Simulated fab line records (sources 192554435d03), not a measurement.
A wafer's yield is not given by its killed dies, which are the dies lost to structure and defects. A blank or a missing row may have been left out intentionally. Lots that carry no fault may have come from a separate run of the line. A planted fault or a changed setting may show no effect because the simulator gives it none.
What tool caused it? -- flow n5-finfet -- Sampling: 24 lots, 72 wafers, 5 of 1938 route steps

WHAT EACH GAUGE READ, for each wafer
N5_BEOL_M6_RS_MEAS_57: a four-point-probe measurement. Usual: M6_RS gives 0.284 ohm/sq (standard deviation 0.0066).
lot,measured,on,M6_RS (ohm/sq),flag
L075,day 8 19:17,film-metro-01,0.286 0.286 0.282,
L074,day 8 21:51,film-metro-02,0.278 0.288 0.280,
L076,day 9 06:21,film-metro-02,0.286 0.289 0.286,
L077,day 9 11:03,film-metro-01,0.281 0.285 0.273,
L078,day 9 17:01,film-metro-01,0.270 0.279 0.287,
L079,day 10 06:19,film-metro-02,0.283 0.285 0.279,
L080,day 10 07:24,film-metro-02,0.286 0.286 0.288,
L081,day 10 23:36,film-metro-02,0.279 0.293 0.274,
L082,day 10 23:41,film-metro-01,0.289 0.289 0.296,
L083,day 11 10:33,film-metro-01,0.275 0.277 0.281,
L086,day 11 15:44,film-metro-02,0.269 0.283 0.272,
L084,day 11 16:32,film-metro-02,0.284 0.282 0.282,
L085,day 11 16:16,film-metro-02,0.281 0.288 0.281,
L087,day 11 22:37,film-metro-02,0.283 0.281 0.288,
L089,day 12 12:07,film-metro-02,0.273 0.287 0.278,
L088,day 12 12:43,film-metro-02,0.282 0.285 0.283,
L091,day 12 20:25,film-metro-01,0.277 0.280 0.278,
L092,day 13 02:22,film-metro-01,0.285 0.270 0.283,
L090,day 13 03:18,film-metro-01,0.289 0.292 0.292,
L094,day 14 05:44,film-metro-02,0.300 0.282 0.285,
L093,day 14 06:10,film-metro-01,0.279 0.288 0.287,
L095,day 14 06:17,film-metro-02,0.280 0.289 0.290,
L096,day 14 06:59,film-metro-01,0.293 0.279 0.283,
L097,day 14 07:35,film-metro-02,0.296 0.278 0.285,

N5_BEOL_M6_INSPECT_58: inspects for defects (darkfield). Usual: raw-defect-count reads 68 (standard deviation 22).
lot,measured,on,raw-defect-count,flag
L075,day 8 19:19,defect-inspect-02,65 107 42,
L074,day 8 21:52,defect-inspect-02,135 109 58,
L076,day 9 06:23,defect-inspect-02,87 69 55,
L077,day 9 11:05,defect-inspect-01,73 57 77,
L078,day 9 17:02,defect-inspect-02,65 67 85,
L079,day 10 06:20,defect-inspect-02,48 64 63,
L080,day 10 07:26,defect-inspect-02,81 61 63,
L081,day 10 23:38,defect-inspect-02,79 62 56,
L082,day 10 23:43,defect-inspect-01,30 88 52,
L083,day 11 10:35,defect-inspect-01,83 78 47,
L086,day 11 15:46,defect-inspect-01,58 47 81,
L084,day 11 16:34,defect-inspect-02,144 85 86,
L085,day 11 16:17,defect-inspect-02,67 76 110,
L087,day 11 22:38,defect-inspect-02,115 45 68,
L089,day 12 12:09,defect-inspect-01,56 69 79,
L088,day 12 12:45,defect-inspect-02,68 103 81,
L091,day 12 20:27,defect-inspect-02,74 88 43,
L092,day 13 02:23,defect-inspect-01,73 45 70,
L090,day 13 03:20,defect-inspect-02,39 73 29,
L094,day 14 05:46,defect-inspect-01,41 66 76,
L093,day 14 06:11,defect-inspect-02,63 91 61,
L095,day 14 06:19,defect-inspect-01,74 75 102,
L096,day 14 07:01,defect-inspect-01,54 44 44,
L097,day 14 07:37,defect-inspect-01,92 84 49,

TOOL THAT RAN EACH LOT (tool first, then ch and the chambers of the sampled wafers, then the start)
lot,N5_BEOL_M6_TRENCH_ETCH_37,N5_BEOL_M6_DEGAS_44,N5_BEOL_M6_SPUTTER_48
L075,"rie-diel-06 ch 0,2, day 8 16:16 or earlier","pvd-sputter-02, day 8 16:16","pvd-sputter-01, day 8 18:22"
L074,"rie-diel-06 ch 2,3, day 8 20:01 or earlier","pvd-sputter-03, day 8 20:01","pvd-sputter-03, day 8 20:55"
L076,"rie-diel-06 ch 1,2, day 9 03:47 or earlier","pvd-sputter-03, day 9 03:47","pvd-sputter-02, day 9 04:39"
L077,"rie-diel-02 ch 1,2, day 9 07:59 or earlier","pvd-sputter-03, day 9 07:59","pvd-sputter-02, day 9 10:04"
L078,"rie-diel-04 ch 1,2,3, day 9 15:10 or earlier","pvd-sputter-02, day 9 15:10","pvd-sputter-02, day 9 16:01"
L079,"rie-diel-02 ch 1,2,3, day 10 04:32 or earlier","pvd-sputter-01, day 10 04:32","pvd-sputter-01, day 10 05:17"
L080,"rie-diel-02 ch 0,2, day 10 05:10 or earlier","pvd-sputter-01, day 10 05:10","pvd-sputter-03, day 10 06:05"
L081,"rie-diel-04 ch 0,1,2, day 10 21:28 or earlier","pvd-sputter-03, day 10 21:28","pvd-sputter-01, day 10 22:40"
L082,"rie-diel-06 ch 1,2,3, day 10 21:41 or earlier","pvd-sputter-03, day 10 21:41","pvd-sputter-01, day 10 22:45"
L083,"rie-diel-06 ch 0,1, day 11 08:26 or earlier","pvd-sputter-03, day 11 08:26","pvd-sputter-02, day 11 09:37"
L086,"rie-diel-04 ch 1,2, day 11 13:59 or earlier","pvd-sputter-01, day 11 13:59","pvd-sputter-03, day 11 14:38"
L084,"rie-diel-02 ch 1,2,3, day 11 14:04 or earlier","pvd-sputter-01, day 11 14:04","pvd-sputter-02, day 11 14:55"
L085,"rie-diel-02 ch 0,2,3, day 11 14:04 or earlier","pvd-sputter-03, day 11 14:04","pvd-sputter-01, day 11 14:50"
L087,"rie-diel-02 ch 0,1,3, day 11 21:01 or earlier","pvd-sputter-03, day 11 21:01","pvd-sputter-02, day 11 21:40"
L089,"rie-diel-02 ch 1,2,3, day 12 10:22 or earlier","pvd-sputter-03, day 12 10:22","pvd-sputter-01, day 12 11:10"
L088,"rie-diel-02 ch 0,2,3, day 12 10:49 or earlier","pvd-sputter-03, day 12 10:49","pvd-sputter-02, day 12 11:34"
L091,"rie-diel-02 ch 1,2,3, day 12 16:44 or earlier","pvd-sputter-02, day 12 16:44","pvd-sputter-02, day 12 19:19"
L092,"rie-diel-06 ch 0,3, day 12 23:42 or earlier","pvd-sputter-02, day 12 23:42","pvd-sputter-01, day 13 00:32"
L090,"rie-diel-06 ch 0,1,2, day 13 01:23 or earlier","pvd-sputter-01, day 13 01:23","pvd-sputter-01, day 13 02:12"
L094,"rie-diel-04 ch 0,1, day 14 03:59 or earlier","pvd-sputter-02, day 14 03:59","pvd-sputter-02, day 14 04:34"
L093,"rie-diel-06 ch 0,2, day 14 04:29 or earlier","pvd-sputter-02, day 14 04:29","pvd-sputter-01, day 14 05:03"
L095,"rie-diel-02 ch 1,2,3, day 14 04:32 or earlier","pvd-sputter-01, day 14 04:32","pvd-sputter-03, day 14 05:22"
L096,"rie-diel-06 ch 0,1, day 14 04:52 or earlier","pvd-sputter-01, day 14 04:52","pvd-sputter-01, day 14 05:45"
L097,"rie-diel-04 ch 0,1, day 14 06:00 or earlier","pvd-sputter-03, day 14 06:00","pvd-sputter-03, day 14 06:34"
- N5_BEOL_M6_TRENCH_ETCH_37: etches SiCOH lowk in C4F6/O2, target depth 94.435 nm, time 31.5 s.
- N5_BEOL_M6_DEGAS_44: time 60 s.
- N5_BEOL_M6_SPUTTER_48: material Cu, target thk 10 nm, time 1.667 s.

AS READ BY THE TOOLS THEMSELVES (means over the sampled wafers that have a number; for cases with no such wafer, the mark the record gives instead)
N5_BEOL_M6_TRENCH_ETCH_37. Usual: C4F6_flow_sccm 10.001 sccm, standard deviation 0.03; drypump-motor-current-A 5.6 A, standard deviation 0.58; oes-product-au 0.82 a.u., standard deviation 0.081; rf-vpp-V 663 V, standard deviation 6.1; showerhead-plenum-p-Torr 2.86 Torr, standard deviation 0.084; throttle-valve-pct 20.87 %, standard deviation 0.16.
lot,tool,C4F6_flow_sccm (sccm),drypump-motor-current-A (A),oes-product-au (a.u.),rf-vpp-V (V),showerhead-plenum-p-Torr (Torr),throttle-valve-pct (%),flag
L075,rie-diel-06,9.979,6.0,0.81,663,2.80,20.89,
L074,rie-diel-06,10.016,5.7,0.80,661,2.80,20.94,
L076,rie-diel-06,9.987,5.8,0.86,665,2.83,20.89,
L077,rie-diel-02,10.037,5.5,0.83,658,2.82,20.94,
L078,rie-diel-04,9.969,5.4,0.79,664,2.86,20.90,
L079,rie-diel-02,10.012,5.8,0.85,662,2.87,20.81,
L080,rie-diel-02,9.973,5.0,0.82,662,2.91,21.01,
L081,rie-diel-04,10.005,5.6,0.80,665,2.86,20.75,
L082,rie-diel-06,9.999,5.5,0.79,662,2.83,20.97,
L083,rie-diel-06,9.993,5.5,0.81,665,2.87,20.94,
L086,rie-diel-04,9.990,5.3,0.81,662,2.86,20.83,
L084,rie-diel-02,10.014,5.9,0.84,662,2.87,20.81,
L085,rie-diel-02,9.985,5.3,0.84,667,2.96,20.86,
L087,rie-diel-02,10.004,5.9,0.88,664,2.93,20.75,
L089,rie-diel-02,10.037,5.8,0.83,662,2.87,20.82,
L088,rie-diel-02,9.970,5.3,0.84,666,2.95,20.88,
L091,rie-diel-02,9.982,5.8,0.84,662,2.87,20.83,
L092,rie-diel-06,9.987,5.5,0.78,659,2.80,20.89,
L090,rie-diel-06,10.031,5.7,0.77,664,2.82,20.96,
L094,rie-diel-04,9.974,6.0,0.74,668,2.85,20.72,
L093,rie-diel-06,9.968,6.0,0.85,662,2.77,20.84,
L095,rie-diel-02,9.989,5.8,0.82,662,2.86,20.86,
L096,rie-diel-06,9.987,5.5,0.88,664,2.85,20.85,
L097,rie-diel-04,9.981,6.0,0.74,669,2.85,20.73,

N5_BEOL_M6_DEGAS_44. Usual: heater-power-w reads 338 W (standard deviation 40).
lot,tool,heater-power-w (W),flag
L075,pvd-sputter-02,366,
L074,pvd-sputter-03,314,
L076,pvd-sputter-03,340,
L077,pvd-sputter-03,346,
L078,pvd-sputter-02,349,
L079,pvd-sputter-01,380,
L080,pvd-sputter-01,381,
L081,pvd-sputter-03,340,
L082,pvd-sputter-03,328,
L083,pvd-sputter-03,310,
L086,pvd-sputter-01,336,
L084,pvd-sputter-01,342,
L085,pvd-sputter-03,329,
L087,pvd-sputter-03,311,
L089,pvd-sputter-03,347,
L088,pvd-sputter-03,324,
L091,pvd-sputter-02,368,
L092,pvd-sputter-02,343,
L090,pvd-sputter-01,353,
L094,pvd-sputter-02,339,
L093,pvd-sputter-02,340,
L095,pvd-sputter-01,366,
L096,pvd-sputter-01,359,
L097,pvd-sputter-03,299,

N5_BEOL_M6_SPUTTER_48. Usual: bias-v 60.0 V, standard deviation 0.64; throttle-valve-pct 30.1 %, standard deviation 0.45.
lot,tool,bias-v (V),throttle-valve-pct (%),flag
L075,pvd-sputter-01,59.9,30.3,
L074,pvd-sputter-03,61.0,29.9,
L076,pvd-sputter-02,60.0,29.9,
L077,pvd-sputter-02,59.9,30.2,
L078,pvd-sputter-02,60.6,30.5,
L079,pvd-sputter-01,59.8,30.0,
L080,pvd-sputter-03,60.3,30.2,
L081,pvd-sputter-01,59.3,30.0,
L082,pvd-sputter-01,60.3,29.8,
L083,pvd-sputter-02,60.3,30.0,
L086,pvd-sputter-03,60.1,30.0,
L084,pvd-sputter-02,60.3,29.8,
L085,pvd-sputter-01,60.3,30.0,
L087,pvd-sputter-02,60.8,30.3,
L089,pvd-sputter-01,60.0,30.2,
L088,pvd-sputter-02,59.8,30.1,
L091,pvd-sputter-02,60.0,30.0,
L092,pvd-sputter-01,60.0,30.0,
L090,pvd-sputter-01,59.7,30.3,
L094,pvd-sputter-02,60.4,30.2,
L093,pvd-sputter-01,59.8,30.2,
L095,pvd-sputter-03,59.9,30.3,
L096,pvd-sputter-01,59.9,29.9,
L097,pvd-sputter-03,59.6,30.2,

THE ANSWER, worked out from the rows above alone
Rule: take the mean of a lot's wafers that have a number; if it is more than 3 standard deviations from the usual mean, the lot is off. A lot without any number at a reading at which 4 lots or more have one is off too. The other lots that the step has rows for count as sound. First the gauges in route order, then the tools' own readings, where a lot's mean is used as printed above. At the first step where some lot is off, the reading lying furthest off is the one used; lots without a number count as furthest.
Nothing can be told from this: no lot is off at any reading shown.

WHAT THE SIMULATOR HAD INSERTED
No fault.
